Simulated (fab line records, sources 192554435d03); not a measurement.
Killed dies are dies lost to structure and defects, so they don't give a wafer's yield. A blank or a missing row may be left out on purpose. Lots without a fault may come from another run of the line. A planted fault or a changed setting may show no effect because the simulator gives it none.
One fault seen from 2 desks | flow n5_finfet | each desk has only its own numbers; what lay behind them comes last

THE TOOL OWNER'S DESK: cvd_co-02
The tool's own readings at N5_BEOL_M5_CVD_47 (deposits Co from CCTBA/H2, target thk 3 nm, time 216 s): means of the sampled wafers that have a number, for each lot that ran on this tool. A lot is out of limits, marked OUT, if its mean lies more than 4 standard deviations from the usual mean; the brackets give that distance.
Columns: A = chamber_pressure_Torr at N5_BEOL_M5_CVD_47, usual 29.99 Torr; B = run_length_s at N5_BEOL_M5_CVD_47, usual 239.3 s
lot  | first seen here | A     | B
L621 | day 9 11:26     | 29.98 | 239.7
L637 | day 13 07:28    | 29.99 | 239.9
L639 | day 13 11:14    | 30.00 | 239.6
L638 | day 14 03:50    | 29.94 | 239.1
This desk's finding: nothing out of limits on any of the 4 lots.

THE METROLOGY DESK
What the gauges read, lot by lot, whatever tool the lot ran on: means of the sampled wafers that have a number. A lot is out of limits, marked OUT, if its mean lies more than 4 standard deviations from the usual mean; the brackets give that distance. Of its 10 readings 7 are shown: those that lie furthest out on some lot.
Columns: A = DIBL_N at N5_BEOL_M4_RC_MEAS_101, usual 35.9 mV/V; B = IOFF_N at N5_BEOL_M4_RC_MEAS_101, usual 0.160 nA/um; C = IOFF_P at N5_BEOL_M4_RC_MEAS_101, usual 0.21 nA/um; D = ION_P at N5_BEOL_M4_RC_MEAS_101, usual 461 uA/um; E = SS_N at N5_BEOL_M4_RC_MEAS_101, usual 71.4 mV/dec; F = VT_N at N5_BEOL_M4_RC_MEAS_101, usual 249.3 mV; G = VT_P at N5_BEOL_M4_RC_MEAS_101, usual -250 mV
lot  | first seen here | A    | B     | C    | D   | E    | F     | G
L621 | day 9 04:48     | 37.0 | 0.179 | 0.24 | 460 | 71.6 | 248.8 | -247
L623 | day 9 14:31     | 36.5 | 0.164 | 0.19 | 454 | 71.7 | 250.0 | -254
L635 | day 11 21:24    | 37.6 | 0.198 | 0.28 | 473 | 71.5 | 244.7 | -244
L634 | day 12 01:50    | 35.9 | 0.161 | 0.20 | 453 | 72.0 | 249.7 | -252
L636 | day 12 12:24    | 36.6 | 0.174 | 0.21 | 458 | 72.1 | 247.6 | -249
L637 | day 13 00:23    | 36.1 | 0.170 | 0.26 | 466 | 71.9 | 249.2 | -245
L639 | day 13 03:45    | 37.7 | 0.175 | 0.23 | 465 | 71.5 | 248.6 | -250
L638 | day 13 21:21    | 36.7 | 0.147 | 0.17 | 447 | 71.5 | 250.3 | -256
L640 | day 13 21:41    | 35.3 | 0.164 | 0.21 | 458 | 71.6 | 248.3 | -250
This desk's finding: nothing out of limits on any of the 9 lots.

PUT TOGETHER
The tool owner's desk saw nothing out of limits.
The metrology desk saw nothing out of limits.

WHAT THE SIMULATOR HAD PUT IN
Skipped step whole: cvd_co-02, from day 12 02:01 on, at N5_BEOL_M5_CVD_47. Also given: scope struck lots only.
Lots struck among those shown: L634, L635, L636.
